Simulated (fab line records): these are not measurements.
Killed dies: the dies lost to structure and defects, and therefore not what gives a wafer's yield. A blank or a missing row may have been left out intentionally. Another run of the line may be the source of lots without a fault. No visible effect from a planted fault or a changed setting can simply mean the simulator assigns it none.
Chamber matching -- flow nand-harc -- NHARC_A_CONTACT_CMP_20 on cmp-02 has 4 sister chambers
The step polishes, t overpolish 30 s, target thk 300 nm. 8 wafers are shown with their chamber, then 10 later ones without.

WAFERS WITH THEIR CHAMBER
wafer,chamber,overpolish-run-s (s),time-to-endpoint-s (s)
L080.1,0,29.997,55.9
L087.5,2,29.999,59.3
L087.6,3,30.006,54.8
L091.3,0,29.989,59.1
L091.4,2,29.992,59.7
L091.6,1,29.992,60.2
L091.1,1,30.005,60.5
L091.2,3,30.015,59.1

WAFERS WITHOUT THEIR CHAMBER
wafer,overpolish-run-s (s),time-to-endpoint-s (s)
L091.5,29.998,57.4
L092.1,29.999,59.2
L092.2,30.000,59.6
L092.4,30.012,58.5
L095.1,30.009,59.3
L095.2,30.001,58.2
L095.5,29.990,61.8
L093.1,30.018,55.9
L093.5,29.997,57.4
L093.6,29.994,56.2

CHAMBER TAKEN BY EACH
wafer,from the rows above,in truth
L091.5,can't be placed: 0 or 2 or 1 or 3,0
L092.1,can't be placed: 2 or 1 or 0 or 3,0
L092.2,can't be placed: 1 or 2 or 0 or 3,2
L092.4,can't be placed: 3 or 1 or 2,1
L095.1,can't be placed: 3 or 1 or 2 or 0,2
L095.2,can't be placed: 2 or 1 or 0 or 3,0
L095.5,can't be placed: 2 or 1 or 0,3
L093.1,3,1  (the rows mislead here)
L093.5,can't be placed: 0 or 2 or 1 or 3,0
L093.6,can't be placed: 0 or 2 or 1 or 3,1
Placed correctly: 0 of 10. Unplaceable from these rows: 9, with the true chamber sitting among the candidates in 8. Placed wrongly: 1.
How it was worked out, from the rows above alone: a wafer's distance from a chamber is the root of the sum, over the readings, of the square of ((its reading less the chamber's mean) divided by the reading's scatter). If the next closest chamber is less than 2 further off than the closest, the wafer can't be placed; otherwise it belongs to the closest. For every chamber, the mean is computed from those of its wafers that are shown. The scatter: the root of (the sum of the squares of (reading less its chamber's mean) over the shown wafers, divided by (wafers less chambers)).
